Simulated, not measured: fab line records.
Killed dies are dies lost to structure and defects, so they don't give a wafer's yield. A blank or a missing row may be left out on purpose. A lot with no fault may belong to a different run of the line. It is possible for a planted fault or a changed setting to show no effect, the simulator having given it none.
Which of the tools did it?	flow n5Finfet	Sampling: 22 lots, 66 wafers, 6 of 1938 route steps

WHAT THE GAUGES SHOWED, per wafer
N5_BEOL_M9_OCD_MEAS_38. Usual: 151.6 nm for trenchDepthNm, sd 2.9.
lot	measured	on	trenchDepthNm (nm)	flag
L076	day 10 07:40	ocd-01	153.1 153.0 149.4	
L074	day 10 07:50	ocd-02	151.9 149.9 154.8	
L075	day 10 13:36	ocd-01	148.9 153.7 154.4	
L077	day 11 07:42	ocd-01	149.7 154.6 149.6	
L078	day 11 10:37	ocd-01	150.5 147.5 148.6	
L079	day 11 10:47	ocd-01	150.9 154.5 149.1	
L080	day 11 17:50	ocd-02	151.2 148.6 148.2	
L083	day 12 05:53	ocd-02	156.3 157.4 153.4	
L085	day 12 09:56	ocd-02	148.7 149.8 147.3	
L084	day 12 16:46	ocd-01	148.8 150.2 147.6	
L087	day 13 12:22	ocd-01	150.0 153.7 151.0	
L089	day 13 23:58	ocd-02	147.1 152.1 150.8	
L088	day 14 03:19	ocd-01	155.5 150.8 145.8	
L086	day 14 03:29	ocd-01	150.2 154.5 150.6	
L090	day 14 12:10	ocd-02	151.2 147.6 151.2	
L091	day 15 15:55	ocd-02	149.7 147.0 152.5	
L093	day 15 15:29	ocd-01	147.0 146.2 150.2	
L092	day 15 20:28	ocd-01	155.0 155.1 151.1	
L094	day 15 22:29	ocd-01	153.3 152.9 154.1	
L096	day 16 20:18	ocd-02	154.8 154.0 155.1	
L095	day 16 20:16	ocd-02	156.8 149.1 151.3	
L097	day 16 22:26	ocd-02	155.6 149.9 148.6	

N5_BEOL_M10_THK_MEAS_01. Usual: for M10_ILD_THK the level is 268 nm and the standard deviation is 4.2.
lot	measured	on	M10_ILD_THK (nm)	flag
L076	day 10 11:40	filmMetro-02	273 270 279	
L074	day 10 13:13	filmMetro-02	264 267 271	
L075	day 10 23:37	filmMetro-01	268 269 274	
L077	day 11 12:32	filmMetro-02	267 269 266	
L078	day 11 13:20	filmMetro-02	267 269 269	
L079	day 11 13:36	filmMetro-02	274 275 271	
L080	day 11 21:00	filmMetro-02	258 273 267	
L083	day 12 10:07	filmMetro-01	267 266 269	
L085	day 12 19:10	filmMetro-02	263 273 266	
L084	day 12 21:13	filmMetro-01	267 267 272	
L087	day 13 16:14	filmMetro-02	270 262 268	
L089	day 14 03:04	filmMetro-02	260 261 268	
L088	day 14 07:56	filmMetro-02	270 274 270	
L086	day 14 08:49	filmMetro-02	272 272 271	
L090	day 14 15:09	filmMetro-02	270 271 268	
L091	day 15 19:51	filmMetro-02	266 263 266	
L093	day 15 18:47	filmMetro-02	265 266 267	
L092	day 15 23:55	filmMetro-01	270 266 273	
L094	day 16 02:29	filmMetro-01	263 261 265	
L096	day 16 23:49	filmMetro-02	268 264 270	
L095	day 16 23:40	filmMetro-01	267 260 268	
L097	day 17 01:46	filmMetro-02	272 270 272	

WHAT TOOL EACH LOT RAN ON (gives the tool, then ch and the chambers of the sampled wafers, and finally the start)
lot	N5_BEOL_M9_DESCUM_16	N5_BEOL_M9_ETCH_65	N5_BEOL_M9_TRENCH_ETCH_37	N5_BEOL_M9_STRIP_80
L076	rieDiel-01 ch 0,1,2, day 10 03:47	rieDiel-01 ch 0,1,3, day 10 07:15	rieDiel-01 ch 0,1,3, day 10 07:40 or earlier	rieDiel-01 ch 0,1,3, day 10 07:40 or earlier
L074	rieDiel-03 ch 1,2,3, day 10 04:52	rieDiel-02 ch 0,1,2, day 10 07:25	rieDiel-02 ch 0,1,2, day 10 07:50 or earlier	rieDiel-02 ch 0,1,2, day 10 07:50 or earlier
L075	rieDiel-01 ch 1,3, day 10 11:46	rieDiel-03 ch 1,3, day 10 13:11	rieDiel-03 ch 1,3, day 10 13:36 or earlier	rieDiel-03 ch 1,3, day 10 13:36 or earlier
L077	rieDiel-01 ch 0,1,2, day 11 05:58	rieDiel-02 ch 2,3, day 11 07:18	rieDiel-02 ch 2,3, day 11 07:42 or earlier	rieDiel-02 ch 2,3, day 11 07:42 or earlier
L078	rieDiel-03 ch 1,2, day 11 08:26	rieDiel-03 ch 1,2, day 11 10:13	rieDiel-03 ch 1,2, day 11 10:37 or earlier	rieDiel-03 ch 1,2, day 11 10:37 or earlier
L079	rieDiel-03 ch 1,2, day 11 09:01	rieDiel-02 ch 1,2,3, day 11 10:22	rieDiel-02 ch 1,2,3, day 11 10:47 or earlier	rieDiel-02 ch 1,2,3, day 11 10:47 or earlier
L080	rieDiel-01 ch 0,1,3, day 11 16:20	rieDiel-03 ch 0,1, day 11 17:25	rieDiel-03 ch 0,1, day 11 17:50 or earlier	rieDiel-03 ch 0,1, day 11 17:50 or earlier
L083	rieDiel-01 ch 0,1,3, day 12 04:23	rieDiel-02 ch 0,1,2, day 12 05:29	rieDiel-02 ch 0,1,2, day 12 05:53 or earlier	rieDiel-02 ch 0,1,2, day 12 05:53 or earlier
L085	rieDiel-02 ch 2,3, day 12 07:45	rieDiel-02 ch 1,3, day 12 09:32	rieDiel-02 ch 1,3, day 12 09:56 or earlier	rieDiel-02 ch 1,3, day 12 09:56 or earlier
L084	rieDiel-03 ch 0,2,3, day 12 11:02	rieDiel-03 ch 0,1,2, day 12 16:22	rieDiel-03 ch 0,1,2, day 12 16:46 or earlier	rieDiel-03 ch 0,1,2, day 12 16:46 or earlier
L087	rieDiel-02 ch 1,2,3, day 13 09:55	rieDiel-01 ch 0,1,3, day 13 11:58	rieDiel-01 ch 0,1,3, day 13 12:22 or earlier	rieDiel-01 ch 0,1,3, day 13 12:22 or earlier
L089	rieDiel-02 ch 0,1,2, day 13 21:36	rieDiel-03 ch 0,1,2, day 13 23:34	rieDiel-03 ch 0,1,2, day 13 23:58 or earlier	rieDiel-03 ch 0,1,2, day 13 23:58 or earlier
L088	rieDiel-03 ch 0,1, day 14 01:02	rieDiel-03 ch 0,1,3, day 14 02:55	rieDiel-03 ch 0,1,3, day 14 03:19 or earlier	rieDiel-03 ch 0,1,3, day 14 03:19 or earlier
L086	rieDiel-03 ch 1,2, day 14 01:34	rieDiel-02 ch 0,1, day 14 03:05	rieDiel-02 ch 0,1, day 14 03:29 or earlier	rieDiel-02 ch 0,1, day 14 03:29 or earlier
L090	rieDiel-02 ch 0,2,3, day 14 10:39	rieDiel-01 ch 0,3, day 14 11:46	rieDiel-01 ch 0,3, day 14 12:10 or earlier	rieDiel-01 ch 0,3, day 14 12:10 or earlier
L091	rieDiel-02 ch 2,3, day 15 11:56	rieDiel-03 ch 0,2,3, day 15 15:31	rieDiel-03 ch 0,2,3, day 15 15:55 or earlier	rieDiel-03 ch 0,2,3, day 15 15:55 or earlier
L093	rieDiel-01 ch 0,1,2, day 15 12:45	rieDiel-03 ch 1,2, day 15 15:05	rieDiel-03 ch 1,2, day 15 15:29 or earlier	rieDiel-03 ch 1,2, day 15 15:29 or earlier
L092	rieDiel-03 ch 2,3, day 15 18:25	rieDiel-01 ch 0,1, day 15 20:03	rieDiel-01 ch 0,1, day 15 20:28 or earlier	rieDiel-01 ch 0,1, day 15 20:28 or earlier
L094	rieDiel-02 ch 1,2,3, day 15 20:59	rieDiel-02 ch 0,2,3, day 15 22:05	rieDiel-02 ch 0,2,3, day 15 22:29 or earlier	rieDiel-02 ch 0,2,3, day 15 22:29 or earlier
L096	rieDiel-03 ch 0,1, day 16 14:37	rieDiel-02 ch 0,1,3, day 16 19:54	rieDiel-02 ch 0,1,3, day 16 20:18 or earlier	rieDiel-02 ch 0,1,3, day 16 20:18 or earlier
L095	rieDiel-01 ch 0,2,3, day 16 14:41	rieDiel-03 ch 0,2,3, day 16 19:52	rieDiel-03 ch 0,2,3, day 16 20:16 or earlier	rieDiel-03 ch 0,2,3, day 16 20:16 or earlier
L097	rieDiel-01 ch 1,2,3, day 16 20:42	rieDiel-03 ch 0,2,3, day 16 22:02	rieDiel-03 ch 0,2,3, day 16 22:26 or earlier	rieDiel-03 ch 0,2,3, day 16 22:26 or earlier
- N5_BEOL_M9_DESCUM_16: chemistry O2, time 7.9 s.
- N5_BEOL_M9_ETCH_65: etches SiARC in CF4, target depth 15.6 nm, time 26 s.
- N5_BEOL_M9_TRENCH_ETCH_37: etches SiCOH lowk in C4F6/O2, target depth 151.43 nm, time 49 s.
- N5_BEOL_M9_STRIP_80: strips in N2/H2, time 10 s.

WHAT THE TOOLS THEMSELVES READ (means of the sampled wafers that have a number; where no wafer has one, the mark that the record gives instead)
N5_BEOL_M9_DESCUM_16. Usual: biasPowerW 20.00 W, standard deviation 0.063; drypumpMotorCurrentA 5.9 A, standard deviation 0.49; oesProductAu 0.80 a.u., standard deviation 0.084; rfVppV 243.2 V, standard deviation 1.3; showerheadPlenumPTorr 2.10 Torr, standard deviation 0.068; throttleValvePct 20.32 %, standard deviation 0.26.
lot	tool	biasPowerW (W)	drypumpMotorCurrentA (A)	oesProductAu (a.u.)	rfVppV (V)	showerheadPlenumPTorr (Torr)	throttleValvePct (%)	flag
L076	rieDiel-01	20.05	6.0	0.84	244.0	2.15	20.10	
L074	rieDiel-03	20.02	6.2	0.78	242.4	2.13	20.43	
L075	rieDiel-01	19.96	5.6	0.89	243.8	2.18	19.99	
L077	rieDiel-01	19.93	6.0	0.83	243.6	2.14	20.12	
L078	rieDiel-03	19.92	5.9	0.72	242.7	2.11	20.45	
L079	rieDiel-03	19.95	5.9	0.72	243.5	2.13	20.65	
L080	rieDiel-01	20.05	5.9	0.86	243.6	2.12	20.06	
L083	rieDiel-01	20.00	5.9	0.85	242.9	2.12	20.06	
L085	rieDiel-02	19.98	6.3	0.83	243.1	2.01	20.46	
L084	rieDiel-03	19.98	5.8	0.78	243.4	2.10	20.23	
L087	rieDiel-02	20.03	5.9	0.75	241.1	1.99	20.61	
L089	rieDiel-02	20.07	5.7	0.82	241.9	2.01	20.50	
L088	rieDiel-03	19.99	5.3	0.73	243.7	2.10	20.43	
L086	rieDiel-03	19.95	5.9	0.70	243.9	2.10	20.50	
L090	rieDiel-02	20.04	6.1	0.91	243.8	2.10	20.29	
L091	rieDiel-02	19.93	6.3	0.88	242.6	2.10	20.36	
L093	rieDiel-01	20.00	5.9	0.80	243.5	2.13	20.17	
L092	rieDiel-03	20.01	6.1	0.74	243.1	2.09	20.31	
L094	rieDiel-02	20.00	5.9	0.93	244.4	2.16	20.32	
L096	rieDiel-03	20.01	5.6	0.70	243.8	2.12	20.67	
L095	rieDiel-01	20.04	5.9	0.80	243.3	2.08	20.20	
L097	rieDiel-01	19.99	5.6	0.82	244.0	2.12	20.17	

N5_BEOL_M9_ETCH_65. Usual: drypumpMotorCurrentA 5.8 A, standard deviation 0.54; etchRfOnTimeS 25.7 s, standard deviation 0.53; oesProductAu 0.68 a.u., standard deviation 0.077; rfVppV 184.1 V, standard deviation 1.2; showerheadPlenumPTorr 2.14 Torr, standard deviation 0.063; throttleValvePct 15.56 %, standard deviation 0.28.
lot	tool	drypumpMotorCurrentA (A)	etchRfOnTimeS (s)	oesProductAu (a.u.)	rfVppV (V)	showerheadPlenumPTorr (Torr)	throttleValvePct (%)	flag
L076	rieDiel-01	5.9	25.6	0.75	184.1	2.17	15.23	
L074	rieDiel-02	5.7	25.9	0.72	183.6	2.08	15.63	
L075	rieDiel-03	6.4	25.3	0.71	184.2	2.19	15.57	
L077	rieDiel-02	6.3	26.1	0.65	183.7	2.06	15.71	
L078	rieDiel-03	5.9	26.0	0.62	184.7	2.16	15.71	
L079	rieDiel-02	5.9	25.8	0.66	183.0	2.06	15.78	
L080	rieDiel-03	5.6	26.4	0.62	185.2	2.19	15.87	
L083	rieDiel-02	5.7	25.6	0.71	182.6	2.08	15.64	
L085	rieDiel-02	5.9	26.6	0.57	182.8	2.04	15.87	
L084	rieDiel-03	5.6	25.8	0.62	183.7	2.16	15.71	
L087	rieDiel-01	5.9	25.6	0.72	184.1	2.17	15.27	
L089	rieDiel-03	5.6	26.1	0.61	184.2	2.16	15.71	
L088	rieDiel-03	5.8	25.6	0.65	185.9	2.17	15.65	
L086	rieDiel-02	5.3	25.8	0.63	182.7	2.05	15.81	
L090	rieDiel-01	5.8	25.7	0.72	183.2	2.11	15.33	
L091	rieDiel-03	5.8	25.9	0.65	185.4	2.14	15.49	
L093	rieDiel-03	5.9	26.0	0.59	184.2	2.18	15.96	
L092	rieDiel-01	6.0	24.8	0.70	185.6	2.21	15.27	
L094	rieDiel-02	6.1	25.8	0.74	184.2	2.15	15.48	
L096	rieDiel-02	5.7	25.3	0.78	184.8	2.22	15.42	
L095	rieDiel-03	5.8	25.7	0.64	184.1	2.14	15.50	
L097	rieDiel-03	5.8	25.6	0.64	183.7	2.14	15.49	

N5_BEOL_M9_TRENCH_ETCH_37. Usual: drypumpMotorCurrentA 5.8 A, standard deviation 0.54; oes_f_703_au 0.80 a.u., standard deviation 0.085; oesProductAu 0.79 a.u., standard deviation 0.089; rfVppV 658 V, standard deviation 10; showerheadPlenumPTorr 2.85 Torr, standard deviation 0.081; throttleValvePct 20.90 %, standard deviation 0.29.
lot	tool	drypumpMotorCurrentA (A)	oes_f_703_au (a.u.)	oesProductAu (a.u.)	rfVppV (V)	showerheadPlenumPTorr (Torr)	throttleValvePct (%)	flag
L076	rieDiel-01	5.9	0.89	0.87	662	2.88	20.50	
L074	rieDiel-02	5.7	0.83	0.85	653	2.77	21.07	
L075	rieDiel-03	6.5	0.85	0.82	654	2.92	20.97	
L077	rieDiel-02	6.3	0.75	0.76	669	2.74	21.08	
L078	rieDiel-03	5.9	0.73	0.71	653	2.88	21.01	
L079	rieDiel-02	5.9	0.76	0.77	659	2.75	21.19	
L080	rieDiel-03	5.7	0.74	0.73	655	2.90	21.15	
L083	rieDiel-02	5.7	0.82	0.84	652	2.77	21.09	
L085	rieDiel-02	5.9	0.67	0.67	664	2.72	21.27	
L084	rieDiel-03	5.6	0.73	0.72	656	2.87	20.99	
L087	rieDiel-01	5.9	0.86	0.83	661	2.87	20.52	
L089	rieDiel-03	5.6	0.73	0.72	656	2.87	21.00	
L088	rieDiel-03	5.9	0.78	0.76	656	2.89	20.98	
L086	rieDiel-02	5.3	0.74	0.74	648	2.74	21.27	
L090	rieDiel-01	5.7	0.85	0.83	671	2.80	20.60	
L091	rieDiel-03	5.8	0.77	0.75	656	2.85	20.82	
L093	rieDiel-03	5.9	0.71	0.68	652	2.89	21.23	
L092	rieDiel-01	6.0	0.83	0.81	650	2.92	20.48	
L094	rieDiel-02	6.1	0.86	0.87	665	2.87	20.90	
L096	rieDiel-02	5.7	0.90	0.91	673	2.96	20.91	
L095	rieDiel-03	5.8	0.76	0.75	658	2.85	20.84	
L097	rieDiel-03	5.8	0.76	0.75	657	2.85	20.82	

N5_BEOL_M9_STRIP_80. Usual: biasPowerW 6.996 W, standard deviation 0.02; drypumpMotorCurrentA 5.8 A, standard deviation 0.54; oesProductAu 0.79 a.u., standard deviation 0.088; rfVppV 59.1 V, standard deviation 0.87; showerheadPlenumPTorr 2.53 Torr, standard deviation 0.081; throttleValvePct 23.6 %, standard deviation 0.33.
lot	tool	biasPowerW (W)	drypumpMotorCurrentA (A)	oesProductAu (a.u.)	rfVppV (V)	showerheadPlenumPTorr (Torr)	throttleValvePct (%)	flag
L076	rieDiel-01	6.997	5.9	0.88	59.2	2.57	23.2	
L074	rieDiel-02	6.985	5.7	0.85	59.1	2.45	23.7	
L075	rieDiel-03	6.994	6.5	0.83	59.4	2.60	23.6	
L077	rieDiel-02	6.998	6.3	0.76	58.8	2.43	23.9	
L078	rieDiel-03	7.002	5.9	0.72	59.5	2.57	23.7	
L079	rieDiel-02	6.987	6.0	0.76	58.9	2.43	23.9	
L080	rieDiel-03	6.989	5.6	0.73	60.5	2.59	23.9	
L083	rieDiel-02	7.003	5.7	0.83	58.5	2.45	23.7	
L085	rieDiel-02	6.994	5.9	0.67	59.3	2.41	24.1	
L084	rieDiel-03	6.985	5.6	0.73	59.9	2.56	23.7	
L087	rieDiel-01	6.986	5.9	0.84	58.8	2.56	23.2	
L089	rieDiel-03	6.997	5.6	0.72	59.3	2.56	23.7	
L088	rieDiel-03	6.987	5.9	0.76	60.0	2.57	23.7	
L086	rieDiel-02	7.001	5.3	0.74	58.2	2.42	23.9	
L090	rieDiel-01	6.973	5.8	0.85	58.8	2.49	23.1	
L091	rieDiel-03	7.000	5.8	0.75	58.9	2.54	23.4	
L093	rieDiel-03	7.023	5.9	0.69	58.6	2.58	24.0	
L092	rieDiel-01	6.991	6.0	0.81	59.5	2.63	23.3	
L094	rieDiel-02	7.011	6.1	0.87	59.1	2.55	23.6	
L096	rieDiel-02	6.993	5.7	0.91	59.2	2.63	23.5	
L095	rieDiel-03	6.996	5.8	0.75	59.2	2.53	23.5	
L097	rieDiel-03	7.006	5.8	0.75	58.9	2.53	23.5	

THE ANSWER, worked out from the rows above alone
Rule: a lot counts as off when the mean over its wafers that have a number is more than 3 standard deviations away from the usual mean. Also off: a lot with no number at a reading for which 4 or more lots have one. The other lots that the step has rows for count as sound. First the gauges in route order, then the tools' own readings, where a lot's mean is used as printed above. At the first step where some lot is off, the reading lying furthest off is the one used; lots without a number count as furthest.
No lot is off on any of the readings shown, so nothing can be concluded from this.

WHAT THE SIMULATOR HAD INSERTED
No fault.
